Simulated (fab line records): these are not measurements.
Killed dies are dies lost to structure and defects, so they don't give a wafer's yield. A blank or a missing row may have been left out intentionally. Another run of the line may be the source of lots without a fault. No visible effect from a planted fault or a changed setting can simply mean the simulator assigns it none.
fab line records    flow n5-finfet
record: lots: 4  wafers: 12  last-day: 18
route steps=1938 shown BEOL_M10@1500 BEOL_M11@1536 BEOL_M15@1830
lots untouched by any fault: they come from a run of this same line in which no faults occurred
start-h: start of the lot's first displayed wafer, in hours after the record's first day    wait-h: time in hours since the lot's previous step    " repeats the value in the row above    L1.1+2: a single row standing in for several wafers    - either no value or no given start    * or withheld: withheld    < > ~ a bound
route shown NAME@n: names a module that has steps shown in the file, with the first one's number in the route    usual: mean/standard deviation of fault-free wafers    same: alike in all rows    chamber/n: place in a boat    sites: readings site by site    _std_site: standard deviation across them    _edge_site: inner sites' mean taken away from outer sites' mean    radius-mm: for every site, how far away it sits from the centre of the wafer    mask NAME#n: copy n    behind: the last tool/chamber to shape the wafer    hold: the reason the lot was held/the length of the hold in hours/how it ended    device: whichever transistor did not switch (one of n, p or np)    end of line: the same wafers' tests at the end of the route    for a step that has no rows: nothing shown but its recipe    killed: the dies lost at the first sort to structure and to defects; this is not the yield of the wafer    map: a wafer's dies, x killed, . not, _ none there
set.NAME: the setting as run; set.NAME@STEP: as run at that earlier step    model.NAME: the simulator's own value behind a step, which no gauge read
lots at selected steps of the route; one table per step, one row per wafer
services: the hour from which a tool's chamber was out of use, counted from the record's first day as start-h (under 0 if before that day), plus the number of hours and why
== steps ==
step: N5_BEOL_M10_PEB_26
recipe: peb-temp-c: withheld  peb-time-s: 60  resist: CAR-ArF
step: N5_BEOL_M10_DEVELOP_27
recipe: develop-time-s: 30  developer: TMAH  resist: CAR-ArF  rinse-liquid: diw  dry: air-spin  dev-temp-c: 23
step: N5_BEOL_M10_DESCUM_33
recipe: chemistry: O2  time-s: 7.9  source-power-w: 50  bias-power-w: 20  pressure-mtorr: 20  rf-frequency-hz: 2.712e+07  temp-c: 40  resist: CAR-ArF  o2-flow-sccm: 225
step: N5_BEOL_M10_ETCH_65
recipe: chemistry: CF4  target: SiARC  target-depth-a: 390  mask-material: CAR-ArF  time-s: 65  ion-energy-ev: 80  pressure-mtorr: 40  source-w: 545  bias-w: 36  Ar_flow_sccm: 100  cf4-flow-sccm: 100  ends: cleared
step: N5_BEOL_M10_ETCH_66
recipe: chemistry: N2/H2  target: SOC  target-depth-a: 1200  overetch-a: 240  mask-material: SiARC  temp-c: 40  time-s: 180  ion-energy-ev: 200  pressure-mtorr: 30  source-w: 840  bias-w: 150  n2-flow-sccm: 200  h2-flow-sccm: 200
step: N5_BEOL_M10_STRIP_69
recipe: chemistry: N2/H2  temp-c: 40  n2-flow-sccm: 200  h2-flow-sccm: 200  rf-frequency-hz: 6e+07
step: N5_BEOL_M10_VIA_ETCH_34
recipe: chemistry: C4F6/O2  target: SiCOH_lowk  target-depth-a: 1845  mask-material: SOC  taper-deg: 4  time-s: 69.2  ion-energy-ev: 250  pressure-mtorr: 30  source-w: 345  bias-w: 185  Ar_flow_sccm: 300  C4F6_flow_sccm: 10  O2_flow_sccm: 10
step: N5_BEOL_M10_STRIP_73
recipe: chemistry: C4F6/O2  resist: SiARC  rf-frequency-hz: 6e+07
step: N5_BEOL_M10_STRIP_36
recipe: chemistry: N2/H2  power-w: 450  temp-c: 40  pressure-mtorr: 20  rf-frequency-hz: 6e+07  overash-fraction: 0.3  bias-power-w: 7  h2-frac: 0.5  n2-flow-sccm: 200  h2-flow-sccm: 200
step: N5_BEOL_M10_TRENCH_ETCH_37
recipe: chemistry: C4F6/O2  target-depth-a: 1488.3  target: SiCOH_lowk  time-s: 48  ion-energy-ev: 250  pressure-mtorr: 30  source-w: 345  bias-w: 185  Ar_flow_sccm: 300  C4F6_flow_sccm: 10  O2_flow_sccm: 10
usual: drypump-motor-current-A: 5.7/0.51  oes-product-au: 0.82/0.091  rf-vpp-V: 669/9.3  run-length-s: 71.3/0.32  showerhead-plenum-p-Torr: 2.85/0.088  throttle-valve-pct: 20.89/0.28
lot.wafer  tool         chamber  start-h  wait-h  drypump-motor-current-A  oes-product-au  rf-hours-counter-h  rf-vpp-V  run-length-s  showerhead-plenum-p-Torr  throttle-valve-pct  model.etch.depth-nm  model.BEOL_M10.feature-depth-nm
L916.1     rie-diel-06  3        280.13   -       5.5                      0.94            4                   688       66.5          3.05                      21.02               136.1                136
L916.4     "            1        "        "       4.9                      0.73            197                 654       71.7          2.74                      21.46               148.9                148.8
L916.6     "            3        "        "       5.4                      0.93            -                   687       70.6          3.05                      21.01               148.3                148.4
L914.1     rie-diel-06  1        292.56   -       4.9                      0.73            201                 654       67.2          2.74                      21.46               136.5                136.6
L914.2     "            2        "        "       6.6                      0.93            32                  670       66.5          3.02                      20.63               136.3                136.4
L914.3     "            0        "        "       5.6                      0.75            200                 665       71.0          2.86                      21.16               151.8                151.8
L925.2     rie-diel-05  3        350.91   -       6.1                      0.98            2                   671       71.0          2.92                      21.04               150.2                150.2
L925.3     "            0        "        "       6.2                      0.80            100                 659       71.1          2.77                      20.71               146.4                146.4
L925.4     "            2        "        "       5.5                      0.86            50                  682       71.8          2.90                      20.62               151.7                151.6
L928.1     rie-diel-05  2        385.44   -       5.5                      0.85            64                  681       72.0          2.89                      20.62               150.9                151
L928.4     "            0        "        "       6.1                      0.79            111                 658       71.0          2.76                      20.71               148.5                148.4
L928.6     "            1        "        "       5.8                      0.87            -                   668       71.5          2.79                      20.83               148.1                148.2
step: N5_BEOL_M10_ETCH_41
recipe: chemistry: CH3F/O2  target: SiCN  target-depth-a: 426  taper-deg: 2  time-s: 86  ion-energy-ev: 120  mask-material: TiN  pressure-mtorr: 30  source-w: 395  bias-w: 75  Ar_flow_sccm: 150  CH3F_flow_sccm: 30  O2_flow_sccm: 20
step: N5_BEOL_M10_STRIP_77
recipe: chemistry: N2/H2  time-s: 10  power-w: 450  temp-c: 40  pressure-mtorr: 20  rf-frequency-hz: 6e+07  bias-power-w: 7  n2-flow-sccm: 200  h2-flow-sccm: 200
step: N5_BEOL_M10_OCD_MEAS_38
usual: trench-depth-nm: 149.2/2
lot.wafer  tool    chamber  start-h  wait-h  trench-depth-nm
L916.1     ocd-02  -        280.31   -       136.0
L916.4     "       -        "        "       148.5
L916.6     "       -        "        "       148.2
L914.1     ocd-02  -        292.74   -       136.7
L914.2     "       -        "        "       136.6
L914.3     "       -        "        "       151.8
L925.2     ocd-01  -        351.10   -       151.1
L925.3     "       -        "        "       146.6
L925.4     "       -        "        "       152.0
L928.1     ocd-02  -        385.63   -       151.7
L928.4     "       -        "        "       148.7
L928.6     "       -        "        "       148.5
step: N5_BEOL_M10_HM_STRIP_39
recipe: chemistry: peroxide-tin-strip  material: TiN  target-depth-a: 250  temp-c: 50  time-s: 158
step: N5_BEOL_M10_SRD_40
recipe: time-s: 30  temp-c: 23  rinse-liquid: diw  dry: ipa-marangoni
step: N5_BEOL_M10_PRECLEAN_42
recipe: chemistry: residue-remover  time-s: 60  temp-c: 40
step: N5_BEOL_M10_SRD_43
recipe: time-s: 30  temp-c: 23  rinse-liquid: diw  dry: ipa-marangoni
step: N5_BEOL_M10_CURE_72
recipe: temp-c: 370  time-s: 120  ambient: DMADMS/He  material: SiCOH_lowk
step: N5_BEOL_M10_DEGAS_44
recipe: ambient: vacuum  temp-c: 250  time-s: 60
step: N5_BEOL_M10_PRE_CLEAN_45
recipe: gas: H2/He  time-s: 30  temp-c: 250
step: N5_BEOL_M10_ALD_74
recipe: material: TaN  target-thk-a: 20  temp-c: 275  ald-precursor-family: PDMAT  ald-co-reactant: NH3  pressure-torr: 3  carrier-flow-sccm: 1500  pulse-time-s: 2  purge-time-s: 3  co-reactant-purge-time-s: 2  co-reactant-pulse-time-s: 3  ald-cycles: 40  precursor-vessel-temp-c: 75  precursor-vessel-pressure-torr: 26.25  precursor-vessel-carrier-sccm: 1000
step: N5_BEOL_M10_SURFACE_TREAT_76
recipe: gas: Ar  time-s: *  ion-energy-ev: *  ion-current-ma-cm2: 0.5  pressure-mtorr: *  ar-flow-sccm: 30
step: N5_BEOL_M10_CVD_75
recipe: material: Co  target-thk-a: 20  temp-c: withheld  precursor: CCTBA/H2  pressure-torr: 30  time-s: 138.9
step: N5_BEOL_M10_SPUTTER_48
recipe: material: Cu  target-thk-a: 120  temp-c: -20  bias-v: 60  power-w: 26000  chamber-pressure-pa: 0.13  time-s: 2
step: N5_BEOL_M10_ECD_50
recipe: material: Cu  target-thk-a: 3180
step: N5_BEOL_M10_ANNEAL_51
recipe: temp-c: 225  time-s: 90  ambient: N2
step: N5_BEOL_M10_CMP_52
recipe: stop-on: SiCOH_lowk  t-overpolish-s: 7  down-force-psi: 1  platen-rpm: 50  clearing-platen-down-force-psi: 1.5  clearing-platen-rpm: 50  post-cmp-clean: cu-alkaline  target-thk-nm: 140  clearing-platen-pad-velocity-m-s: 0.99484  pad-velocity-m-s: 0.99484
usual: barrier-field-endpoint-s: 28.9/0.68  motor-current-A: 5.9/0.69  overpolish-run-s: 7.001/0.0088  time-to-endpoint-s: 66.7/2.9
lot.wafer  tool    chamber  start-h  wait-h  barrier-field-endpoint-s  motor-current-A  overpolish-run-s  time-to-endpoint-s  model.Cu_of_BEOL_M10_ECD_50.thk-nm
L916.4     cmp-02  2        283.22   0.1     29.0                      5.3              7.004             61.6                139.6
L916.1     "       0        "        "       29.8                      5.7              6.996             66.5                127.6
L916.6     "       3        "        "       29.1                      5.3              7.016             64.9                139.8
L914.2     cmp-01  2        294.47   0.2     28.5                      7.2              7.011             65.6                128.6
L914.1     "       3        "        "       27.2                      6.8              6.997             61.7                127.8
L914.3     "       0        "        "       28.5                      5.3              7.009             68.6                143
L925.3     cmp-03  3        353.94   0.2     27.1                      5.6              6.999             63.2                136.2
L925.4     "       0        "        "       30.9                      6.7              7.006             69.1                143.2
L925.2     "       1        "        "       28.3                      5.2              6.991             61.9                139.8
L928.1     cmp-03  3        388.38   0.4     28.5                      5.5              6.999             66.8                142.2
L928.4     "       2        "        "       30.2                      5.6              6.991             70.8                141.6
L928.6     "       3        "        "       28.6                      5.6              7.017             64.0                139.6
step: N5_BEOL_M10_THK_MEAS_53
recipe: thk-meas-gauge: xrf  reads: Cu_of_BEOL_M10_ECD_50
usual: M10_THK: 140.2/2.4
lot.wafer  tool           chamber  start-h  wait-h  M10_THK[nm]
L916.1     film-metro-01  -        283.52   -       128.0
L916.4     "              -        "        "       139.8
L916.6     "              -        "        "       140.3
L914.1     film-metro-01  -        294.73   -       125.2
L914.2     "              -        "        "       126.0
L914.3     "              -        "        "       140.3
L925.2     film-metro-01  -        354.20   -       139.8
L925.3     "              -        "        "       135.9
L925.4     "              -        "        "       142.6
L928.1     film-metro-02  -        388.69   0.3     142.3
L928.4     "              -        "        "       141.9
L928.6     "              -        "        "       139.9
step: N5_BEOL_M10_PRE_CLEAN_55
recipe: gas: NH3  time-s: 15  temp-c: withheld  rf-power-w: 300
step: N5_BEOL_M10_DEP_56
recipe: material: SiCN  target-thk-a: 150  temp-c: withheld  precursor: 3MS/NH3  pressure-torr: 3  rf-w: 202  time-s: 26.5
step: N5_BEOL_M10_RS_MEAS_57
recipe: thk-meas-gauge: four-point-probe  reads: Cu_of_BEOL_M10_ECD_50+Co_of_BEOL_M10_CVD_75+TaN_of_BEOL_M10_ALD_74
usual: M10_RS: 0.1502/0.0028
lot.wafer  tool           chamber  start-h  wait-h  M10_RS[ohm/sq]
L916.1     film-metro-01  -        283.66   0.1     0.1676
L916.4     "              -        "        "       0.1514
L916.6     "              -        "        "       0.1516
L914.1     film-metro-01  -        294.86   0.1     0.1673
L914.2     "              -        "        "       0.1659
L914.3     "              -        "        "       0.1473
L925.2     film-metro-02  -        354.33   0.1     0.1510
L925.3     "              -        "        "       0.1556
L925.4     "              -        "        "       0.1472
L928.1     film-metro-02  -        388.83   0.1     0.1484
L928.4     "              -        "        "       0.1489
L928.6     "              -        "        "       0.1513
step: N5_BEOL_M11_ILD_DEP_00
recipe: material: SiCOH_lowk  target-thk-a: 3085.1  temp-c: 300  precursor: DEMS/porogen  pressure-torr: 5  rf-w: 500  time-s: 58
step: N5_BEOL_M11_CURE_71
recipe: temp-c: 385  time-s: 240  ambient: He/Ar  material: SiCOH_lowk
step: N5_BEOL_M11_PECVD_70
recipe: material: SiO2  target-thk-a: 200  temp-c: 400  precursor: TEOS/O2  pressure-torr: 5.5  rf-w: 450  teos-flow-sccm: 53.8  gas: O2  flow-sccm: 3000  time-s: 22.7
step: N5_BEOL_M11_HM_DEP_02
recipe: material: TiN  target-thk-a: 200  temp-c: 25  chamber-pressure-pa: 0.49996
step: N5_BEOL_M11_COAT_59
recipe: resist: SOC  temp-c: 250  time-s: 60  spin-rpm: 1500  resist-thk-nm: 100
step: N5_BEOL_M15_RC_MEAS_101
usual: etest-temp-c: 24.97/0.1  COMB_M10: 1.58e-11/2.6e-12  COMB_M11: 1.48e-11/2.9e-12  COMB_M12: 7e-12/1.5e-12  COMB_M13: 5.5e-12/1.2e-12  COMB_M14: 4.3e-12/9.2e-13  COMB_M15: 3.2e-12/6.1e-13  COMB_M5: 3.8e-11/8.2e-12  COMB_M6: 2.6e-11/5.4e-12  COMB_M7: 2.6e-11/4.9e-12  COMB_M8: 2.6e-11/5.3e-12  COMB_M9: 1.47e-11/2.8e-12  SERP_M10: 3.03/0.07  SERP_M10_max_site: 3.12/0.08  SERP_M11: 3.08/0.072  SERP_M12: 0.636/0.014  SERP_M13: 0.312/0.0054  SERP_M13_max_site: 0.315/0.0053  SERP_M14: 0.161/0.0035  SERP_M5: 39.4/1.4  SERP_M6: 13.8/0.53  SERP_M7: 13.9/0.58  SERP_M8: 13.8/0.52  SERP_M8_max_site: 14.3/0.56  SERP_M9: 3.08/0.077  SERP_M9_max_site: 3.17/0.085
lot.wafer  tool       chamber  start-h  wait-h  etest-temp-c  COMB_M10[S/m]  COMB_M11[S/m]  COMB_M12[S/m]  COMB_M13[S/m]  COMB_M14[S/m]  COMB_M15[S/m]  COMB_M5[S/m]  COMB_M6[S/m]  COMB_M7[S/m]  COMB_M8[S/m]  COMB_M9[S/m]  SERP_M10[ohm/um]  SERP_M10_max_site[ohm/um]  SERP_M11[ohm/um]  SERP_M12[ohm/um]  SERP_M13[ohm/um]  SERP_M13_max_site[ohm/um]  SERP_M14[ohm/um]  SERP_M5[ohm/um]  SERP_M6[ohm/um]  SERP_M7[ohm/um]  SERP_M8[ohm/um]  SERP_M8_max_site[ohm/um]  SERP_M9[ohm/um]  SERP_M9_max_site[ohm/um]
L916.1     prober-01  0        321.73   0.0     24.93         1.51e-11       2.06e-11       6.3e-12        4.8e-12        4.2e-12        2.1e-12        3.6e-11       2.8e-11       1.8e-11       2.7e-11       1.29e-11      3.37              3.50                       2.96              0.626             0.320             0.322                      0.159             40.4             13.9             14.3             13.5             13.8                      3.07             3.11
L916.4     "          0        "        "       24.75         1.2e-11        1.86e-11       7.7e-12        3.9e-12        4.4e-12        2.2e-12        3.9e-11       2.1e-11       1.6e-11       3e-11         1.42e-11      3.07              3.12                       3.02              0.627             0.312             0.315                      0.163             37.8             14.0             14.2             13.9             14.5                      3.08             3.25
L916.6     "          0        "        "       24.86         1.43e-11       1.45e-11       5.9e-12        4.9e-12        4.1e-12        2.6e-12        2.8e-11       2.9e-11       2.4e-11       2.3e-11       1.41e-11      3.05              3.28                       3.05              0.639             0.311             0.314                      0.155             40.8             13.7             14.4             13.7             13.8                      3.14             3.27
L914.1     prober-01  0        330.45   0.0     24.95         1.67e-11       1.59e-11       6.5e-12        5.3e-12        4.4e-12        2.9e-12        2.9e-11       2e-11         2.5e-11       3.4e-11       1.1e-11       3.45              3.53                       3.07              0.628             0.308             0.312                      0.160             39.5             14.1             15.3             13.9             14.2                      3.18             3.21
L914.2     "          0        "        "       24.90         2.07e-11       1.84e-11       6e-12          6e-12          3e-12          3.1e-12        4.2e-11       2.7e-11       2.8e-11       2.8e-11       8.9e-12       3.31              3.39                       3.04              0.621             0.313             0.314                      0.161             41.0             13.7             14.7             13.3             14.1                      3.12             3.25
L914.3     "          0        "        "       24.93         1.92e-11       1.76e-11       5.9e-12        5.1e-12        2.7e-12        2.8e-12        3.7e-11       2.8e-11       2.8e-11       2e-11         1.23e-11      2.96              3.03                       3.22              0.652             0.312             0.318                      0.157             41.3             14.1             14.4             14.6             15.0                      3.02             3.16
L925.2     prober-01  0        384.38   0.2     25.05         1.42e-11       1.43e-11       7.7e-12        3.9e-12        4.8e-12        2.6e-12        3.1e-11       2.5e-11       2.7e-11       3.7e-11       1.53e-11      3.07              3.17                       3.07              0.630             0.301             0.309                      0.159             37.1             13.1             14.6             14.7             15.7                      3.05             3.12
L925.3     "          0        "        "       24.96         1.57e-11       1.33e-11       5.3e-12        4.9e-12        4.2e-12        2.4e-12        3.9e-11       2.8e-11       2.2e-11       2.6e-11       1.47e-11      3.26              3.34                       3.19              0.619             0.308             0.312                      0.160             40.0             13.6             13.4             13.6             14.2                      3.09             3.12
L925.4     "          0        "        "       25.08         1.6e-11        1.22e-11       8e-12          3.7e-12        3.8e-12        3e-12          3.1e-11       2.9e-11       2.3e-11       2.5e-11       1.15e-11      3.02              3.08                       3.10              0.643             0.311             0.312                      0.163             38.6             13.5             13.4             13.8             14.3                      2.91             2.93
L928.1     prober-02  0        422.27   0.0     25.07         1.87e-11       1.55e-11       7.5e-12        6e-12          5e-12          2.8e-12        3.6e-11       2e-11         3e-11         2.4e-11       2.09e-11      2.95              3.02                       3.24              0.640             0.304             0.307                      0.159             40.0             13.1             14.3             13.5             14.6                      3.05             3.12
L928.4     "          0        "        "       24.87         1.41e-11       2.06e-11       6.1e-12        4.2e-12        4.3e-12        3.1e-12        3.8e-11       2.7e-11       2e-11         2.5e-11       1.05e-11      3.05              3.08                       3.09              0.656             0.303             0.306                      0.168             36.3             13.6             13.5             13.5             14.0                      3.10             3.27
L928.6     "          0        "        "       24.83         1.54e-11       1.37e-11       6.3e-12        6.1e-12        4.6e-12        3.3e-12        4.1e-11       2.2e-11       3.3e-11       3.8e-11       1.49e-11      3.04              3.23                       3.06              0.628             0.312             0.316                      0.158             39.5             13.5             14.7             13.7             14.2                      3.06             3.16
sites SERP_M10 radius-mm=0,75,75,75,75,140,140,140,140
L916.1 3.33 3.39 3.37 3.37 3.35 3.35 3.48 3.39 3.50
L914.1 3.53 3.45 3.50 3.48 3.49 3.29 3.33 3.25 3.26
L925.2 2.94 3.07 2.98 3.03 3.04 3.17 3.13 3.08 3.10
L928.1 2.99 2.95 2.99 2.95 3.02 2.87 2.94 2.92 2.92
== services ==
tool         chamber  start-h  hours  kind
cmp-01       -        262.66   2.6    repair
cmp-01       -        269.90   1.7    repair
cmp-03       -        279.49   4.0    pm
cmp-03       -        283.49   -      consumable-replace:conditioner
cmp-03       -        283.49   -      consumable-replace:pad
rie-diel-05  3        319.94   -      clean
rie-diel-05  3        319.94   -      consumable-replace:focus-ring
rie-diel-05  3        319.94   23.7   scheduled-down
rie-diel-05  3        319.94   23.7   vent-cycle
rie-diel-06  -        323.83   2.8    pm
cmp-01       -        351.43   0.8    repair
rie-diel-06  1        353.19   3.7    repair
cmp-03       -        370.38   0.9    repair
cmp-03       -        380.94   1.7    repair
cmp-02       -        388.37   6.2    pm
== key ==
first-sign: step: N5_BEOL_M10_TRENCH_ETCH_37  reading: run-length-s  direction: down  sigmas: 14  usual: *  struck: *
effect: step: N5_BEOL_M10_OCD_MEAS_38  reading: trench-depth-nm  direction: down  sigmas: 6.4  usual: 149.2  struck: 136.4
effect: step: N5_BEOL_M10_THK_MEAS_53  reading: M10_THK  direction: down  sigmas: 5.7  usual: 140.2  struck: 126.4
effect: step: N5_BEOL_M10_RS_MEAS_57  reading: M10_RS  direction: up  sigmas: 6.1  usual: 0.1502  struck: 0.1669
effect: step: N5_BEOL_M15_RC_MEAS_101  reading: SERP_M10  direction: up  sigmas: 4.9  usual: 3.03  struck: 3.38
model-effect: step: N5_BEOL_M10_TRENCH_ETCH_37  value: etch.depth-nm  without: 150.5  struck: 136.3
model-effect: step: N5_BEOL_M10_CMP_52  value: Cu_of_BEOL_M10_ECD_50.thk-nm  without: 142.2  struck: 128
met-at N5_BEOL_M10_TRENCH_ETCH_37
struck-wafers L914.1,L914.2,L916.1
fault: kind: process-parameter-drift  tool: rie-diel-06  chamber: -  onset-h: 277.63  steps: N5_BEOL_M10_TRENCH_ETCH_37  channel: time-s  offset: *  shape: step  end-h: 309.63  scope: struck-wafers-only  acts-in: *  stated: *
